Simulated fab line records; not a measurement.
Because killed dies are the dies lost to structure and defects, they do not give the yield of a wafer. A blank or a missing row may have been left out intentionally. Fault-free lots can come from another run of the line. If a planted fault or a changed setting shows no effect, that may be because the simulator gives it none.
Which of the tools did it?	flow nand harc	6 lots, 18 wafers sampled, at 3 steps of a route of 1159

WHAT THE GAUGES READ, wafer by wafer
NHARC_P_ZERO_WELL_CD_MEAS_37 targets a cd of 720 nm.
lot	measured	on	cd nm (nm)
L409	day 2 04:22	cd sem-01	719.2 721.2 721.0
L412	day 2 22:07	cd sem-02	717.0 719.7 717.6
L415	day 3 15:52	cd sem-01	721.8 716.9 718.0
L421	day 5 04:13	cd sem-01	718.8 719.7 717.7
L426	day 6 10:05	cd sem-01	717.7 718.3 715.2
L428	day 6 22:11	cd sem-02	723.1 722.1 718.8

EACH LOT AND THE TOOL THAT RAN IT (in order: tool; ch and the chambers of the sampled wafers; start)
lot	NHARC_P_ZERO_WELL_EXPOSE_08	NHARC_P_ZERO_WELL_ETCH_63
L409	krf scanner-04 ch 0, day 2 01:14	rie si-02 ch 0,1,3, day 2 01:47
L412	krf scanner-04 ch 0, day 2 19:06	rie si-02 ch 1,3, day 2 19:41
L415	krf scanner-03 ch 0, day 3 12:58	rie si-01 ch 0,2,3, day 3 13:32
L421	krf scanner-04 ch 0, day 5 01:05	rie si-05 ch 1,2,3, day 5 01:40
L426	krf scanner-02 ch 0, day 6 07:05	rie si-05 ch 0,1,3, day 6 07:38
L428	krf scanner-02 ch 0, day 6 19:00	rie si-05 ch 0,1,2, day 6 19:38
- NHARC_P_ZERO_WELL_EXPOSE_08: exposes mask P ZERO, target cd 500 nm.
- NHARC_P_ZERO_WELL_ETCH_63: etches the open film in HBr/Cl2, target depth 120 nm, time 40.1 s.

THE ANSWER, worked out from the rows above alone
Rule: what is usual is taken from the lots themselves. The widest of any qualifying gaps counts: lots, ordered by their means at a reading, are off when they make up no more than a third of the lots, leave a main group of 4 or more, and stand apart from it by 3 or more times the standard deviation of that group's means. Not used: any main group whose means are identical at the precision the tables above print for the reading. A lot without any number at a reading at which 4 lots or more have one is off too. The other lots that the step has rows for count as sound.
Nothing can be told from this: no lot is off at any reading shown.

WHAT THE SIMULATOR PUT IN
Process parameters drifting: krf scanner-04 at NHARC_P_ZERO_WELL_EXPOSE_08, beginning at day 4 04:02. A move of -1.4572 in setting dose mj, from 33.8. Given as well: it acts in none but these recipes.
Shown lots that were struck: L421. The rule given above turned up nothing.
